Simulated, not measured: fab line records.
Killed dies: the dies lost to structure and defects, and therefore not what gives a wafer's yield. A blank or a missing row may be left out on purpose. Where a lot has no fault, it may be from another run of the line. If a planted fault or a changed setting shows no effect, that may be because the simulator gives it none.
fab line records | flow n5-finfet | part 2 of 2: steps 25 to 34 of 34
[record] lots = 5 wafers = 15 last-day = 16
route steps=1938 shown BEOL_M1@839 BEOL_M2@841
lots that met no fault: taken from a fault-free run of the same line
start-h: hours from the record's first day to the start of the lot's first wafer shown | wait-h: time in hours since the lot's previous step | " repeats the value in the row above | L1.1+2: one row covering several wafers at once | - no value, or no start given | * or withheld: withheld | < > ~ a bound
route shown NAME@n: names a module that has steps shown in the file, with the first one's number in the route | usual: mean/standard deviation taken from wafers without a fault | same: alike in all rows | chamber/n: place in a boat | sites: each site's reading | _std_site: the standard deviation of these | _edge_site: outer sites' mean less inner sites' | radius-mm: how far each site lies from the wafer's centre | mask NAME#n: copy n | behind: the tool/chamber that last shaped the wafer | hold: reason for holding the lot/hours on hold/outcome of the hold | device: the transistor (n, p or np) that didn't switch | end of line: the route-end tests of the same wafers | a step without rows: its recipe alone | killed: dies lost to structure and defects at the first sort, not the wafer's yield | map: the dies of a wafer, with x for killed, . for not killed, _ for no die there
set.NAME: the setting the step ran with; set.NAME@STEP: the setting that earlier step ran with | model.NAME: the simulator's own value behind a step, which no gauge read
lots seen at some steps along the route; tables by step, rows by wafer
services: the hour from which a tool's chamber was out of use, counted from the record's first day as start-h (under 0 if before that day), plus the number of hours and why
[[steps]]
[step N5_BEOL_M2_STRIP_66]
[recipe] chemistry = CF4 resist = SiARC power-w = 300 bias-power-w = 75 pressure-mtorr = 50 cf4-flow-sccm = 150 rf-frequency-hz = 6e+07
[usual] drypump-motor-current-A = 6.0/0.48 oes-product-au = 0.80/0.085 rf-vpp-V = 272.2/1.6 showerhead-plenum-p-Torr = 1.85/0.063 throttle-valve-pct = 13.48/0.16
// columns lot.wafer tool chamber start-h wait-h drypump-motor-current-A oes-product-au rf-hours-counter-h rf-vpp-V showerhead-plenum-p-Torr throttle-valve-pct
L074.1 rie-diel-02 0 137.19 0.0 6.2 0.71 191 272.7 1.87 13.42
L074.3 " 2 " " 5.7 0.81 71 271.1 1.81 13.47
L074.4 " 3 " " 6.0 0.92 19 273.7 1.92 13.53
L079.1 rie-diel-02 2 175.93 0.0 5.7 0.80 84 272.6 1.81 13.48
L079.5 " 3 " " 5.9 0.89 - 274.4 1.91 13.57
L079.6 " 0 " " 6.2 0.70 - 272.5 1.86 13.46
L085.2 rie-diel-05 1 209.08 0.0 6.5 0.70 213 270.4 1.77 13.37
L085.4 " 3 " " 6.2 0.69 - 270.5 1.70 13.68
L085.5 " 2 " " 5.5 0.71 - 273.3 1.84 13.77
L086.1 rie-diel-02 0 209.44 0.0 6.2 0.69 215 273.7 1.86 13.49
L086.2 " 2 " " 5.7 0.78 97 271.1 1.80 13.50
L086.6 " 2 " " 5.6 0.79 - 273.0 1.80 13.51
L089.2 rie-diel-02 2 228.64 0.0 5.6 0.78 105 270.9 1.80 13.54
L089.4 " 0 " " 6.2 0.69 222 273.3 1.86 13.48
L089.6 " 1 " " 6.5 0.87 - 273.2 1.91 13.28
[step N5_BEOL_M2_HM_OPEN_17]
[recipe] chemistry = Cl2/BCl3 target-depth-a = 200 overetch-a = 60 target = TiN mask-material = SOC ion-energy-ev = 150 pressure-mtorr = 10 icp-w = 1000 bias-w = 126 Cl2_flow_sccm = 53.25 bcl3-flow-sccm = 21.75 Ar_flow_sccm = 25
[usual] drypump-motor-current-A = 5.6/0.4 oes-product-au = 0.67/0.084 throttle-valve-pct = 22.01/0.21
// columns lot.wafer tool chamber start-h wait-h drypump-motor-current-A oes-product-au rf-hours-counter-h throttle-valve-pct
L074.1 rie-metal-02 1 137.23 0.0 5.5 0.76 6 22.15
L074.3 " 0 " " 5.2 0.50 - 22.42
L074.4 " 1 " " 5.5 0.78 - 22.14
L079.1 rie-metal-01 0 175.97 0.0 5.9 0.66 38 21.63
L079.5 " 0 " " 6.0 0.66 - 21.66
L079.6 " 1 " " 5.9 0.58 - 22.02
L085.2 rie-metal-02 0 209.15 0.1 5.2 0.80 - 22.02
L085.4 " 0 " " 5.2 0.79 - 22.00
L085.5 " 0 " " 5.2 0.79 - 22.03
L086.1 rie-metal-02 0 209.48 0.0 5.2 0.78 4 22.02
L086.2 " 0 " " 5.2 0.79 - 22.00
L086.6 " 0 " " 5.2 0.78 - 22.03
L089.2 rie-metal-03 1 228.68 0.0 4.9 0.75 13 22.23
L089.4 " 1 " " 4.9 0.76 - 22.23
L089.6 " 0 " " 6.0 0.60 - 22.16
[step N5_BEOL_M2_STRIP_19]
[recipe] chemistry = O2 power-w = 400 temp-c = 40 pressure-mtorr = 30 rf-frequency-hz = 6e+07 bias-power-w = 0 overash-fraction = 0.2 o2-flow-sccm = 225
[usual] drypump-motor-current-A = 5.9/0.61 o2-flow-sccm = 225.1/0.69 oes-product-au = 0.77/0.074 rf-vpp-V = 3.7/0.45 showerhead-plenum-p-Torr = 2.11/0.085 temp-c = 39.97/0.11 throttle-valve-pct = 16.61/0.22
// columns lot.wafer tool chamber start-h wait-h drypump-motor-current-A o2-flow-sccm oes-product-au rf-hours-counter-h rf-vpp-V showerhead-plenum-p-Torr temp-c throttle-valve-pct
L074.1 rie-diel-05 2 137.34 0.1 5.6 224.2 0.73 173 3.9 2.18 40.12 16.86
L074.3 " 3 " " 6.2 224.6 0.72 221 2.8 2.00 40.08 16.74
L074.4 " 0 " " 5.6 225.9 0.69 228 3.5 2.17 39.90 17.01
L079.1 rie-diel-01 3 176.08 0.1 5.1 225.7 0.85 50 3.7 2.03 40.16 16.25
L079.5 " 2 " " 4.9 225.9 0.71 - 4.5 2.00 39.89 16.71
L079.6 " 3 " " 5.1 224.5 0.85 - 3.7 2.03 39.86 16.26
L085.2 rie-diel-05 2 209.33 0.1 5.6 224.6 0.72 197 3.6 2.17 39.95 16.89
L085.4 " 1 " " 6.5 224.6 0.71 - 4.5 2.06 40.07 16.32
L085.5 " 3 " " 6.2 225.0 0.71 - 3.7 2.00 39.92 16.76
L086.1 rie-diel-02 2 209.69 0.2 5.6 226.0 0.80 97 4.8 2.10 39.93 16.60
L086.2 " 3 " " 6.0 223.5 0.91 42 3.0 2.24 40.03 16.76
L086.6 " 2 " " 5.7 224.6 0.80 - 4.1 2.10 40.00 16.59
L089.2 rie-diel-02 1 228.79 0.1 6.5 224.3 0.89 39 3.7 2.21 39.96 16.23
L089.4 " 0 " " 6.3 223.7 0.70 222 3.2 2.15 39.95 16.41
L089.6 " 3 " " 6.0 226.1 0.89 - 3.4 2.24 40.05 16.77
[step N5_BEOL_M2_CD_MEAS_18]
[recipe] pitch-nm = 36 target-cd-nm = 18
[usual] cd-nm = 17.9/0.41
// columns lot.wafer tool chamber start-h wait-h cd-nm
L074.1 cd-sem-01 - 137.42 0.1 17.6
L074.3 " - " " 17.8
L074.4 " - " " 18.0
L079.1 cd-sem-01 - 176.15 0.0 18.0
L079.5 " - " " 18.0
L079.6 " - " " 17.5
L085.2 cd-sem-01 - 209.40 0.1 18.2
L085.4 " - " " 18.6
L085.5 " - " " 18.1
L086.1 cd-sem-03 - 209.76 0.0 17.6
L086.2 " - " " 17.4
L086.6 " - " " 17.4
L089.2 cd-sem-02 - 228.87 0.1 17.6
L089.4 " - " " 18.1
L089.6 " - " " 17.5
[step N5_BEOL_M2_COAT_67]
[recipe] resist = SOC temp-c = 250 time-s = 60 spin-rpm = 1500 resist-thk-nm = 60
// columns lot.wafer tool chamber start-h wait-h
L074.1+3+4 litho-track-01 0 137.45 0.0
L079.1+5+6 litho-track-04 0 176.19 0.0
L085.2+4+5 litho-track-01 0 209.43 0.0
L086.1+2+6 litho-track-05 0 209.79 0.0
L089.2+4+6 litho-track-01 0 228.90 0.0
[step N5_BEOL_M2_COAT_68]
[recipe] resist = SiARC temp-c = 220 time-s = 60 spin-rpm = 1500 resist-thk-nm = 12
// columns lot.wafer tool chamber start-h wait-h
L074.1+3+4 litho-track-01 0 - -
L079.1+5+6 litho-track-04 0 - -
L085.2+4+5 litho-track-01 0 - -
L086.1+2+6 litho-track-05 0 - -
L089.2+4+6 litho-track-01 0 - -
[step N5_BEOL_M2_COAT_76]
[recipe] resist = underlayer temp-c = 205 time-s = 60 spin-rpm = 1500 resist-thk-nm = 5
// columns lot.wafer tool chamber start-h wait-h
L074.1+3+4 litho-track-01 0 - -
L079.1+5+6 litho-track-04 0 - -
L085.2+4+5 litho-track-01 0 - -
L086.1+2+6 litho-track-05 0 - -
L089.2+4+6 litho-track-01 0 - -
[step N5_BEOL_M2_COAT_22]
[recipe] resist = CAR-EUV spin-rpm = 1500 resist-thk-nm = 30
// columns lot.wafer tool chamber start-h wait-h
L074.1+3+4 litho-track-01 0 - -
L079.1+5+6 litho-track-04 0 - -
L085.2+4+5 litho-track-01 0 - -
L086.1+2+6 litho-track-05 0 - -
L089.2+4+6 litho-track-01 0 - -
[step N5_BEOL_M2_EBR_24]
[recipe] solvent = PGMEA ebr-width-mm = 1.5
// columns lot.wafer tool chamber start-h wait-h
L074.1+3+4 litho-track-01 0 - -
L079.1+5+6 litho-track-04 0 - -
L085.2+4+5 litho-track-01 0 - -
L086.1+2+6 litho-track-05 0 - -
L089.2+4+6 litho-track-01 0 - -
[step N5_BEOL_M2_SOFTBAKE_23]
[recipe] temp-c = 110 time-s = 60 resist = CAR-EUV
// columns lot.wafer tool chamber start-h wait-h
L074.1+3+4 litho-track-01 0 - -
L079.1+5+6 litho-track-04 0 - -
L085.2+4+5 litho-track-01 0 - -
L086.1+2+6 litho-track-05 0 - -
L089.2+4+6 litho-track-01 0 - -
[[services]]
// columns tool chamber start-h hours kind
euv-scanner-02 - 119.46 5.8 pm
euv-scanner-01 - 125.24 1.0 pm
euv-scanner-02 - 129.12 1.9 repair
pvd-sputter-02 - 146.19 7.4 repair
euv-scanner-02 - 151.03 1.0 pm
pecvd-02 0 156.38 6.4 repair
rie-diel-01 3 165.61 6.2 repair
euv-scanner-01 - 178.11 1.0 pm
pecvd-03 - 186.52 0.8 repair
euv-scanner-01 - 192.09 5.8 pm
rie-metal-02 1 198.71 15.0 repair
rie-diel-01 1 200.33 1.6 repair
rie-diel-05 0 203.00 - clean
rie-diel-05 0 203.00 - consumable-replace:focus-ring
rie-diel-05 0 203.00 22.6 scheduled-down
rie-diel-05 0 203.00 22.6 vent-cycle
euv-scanner-02 - 206.50 4.6 pm
euv-scanner-01 - 216.23 10.8 repair
rie-diel-05 3 226.02 - clean
rie-diel-05 3 226.02 - consumable-replace:focus-ring
rie-diel-05 3 226.02 - consumable-replace:showerhead
rie-diel-05 3 226.02 24.8 scheduled-down
rie-diel-05 3 226.02 24.8 vent-cycle
pecvd-04 - 227.99 28.1 pm
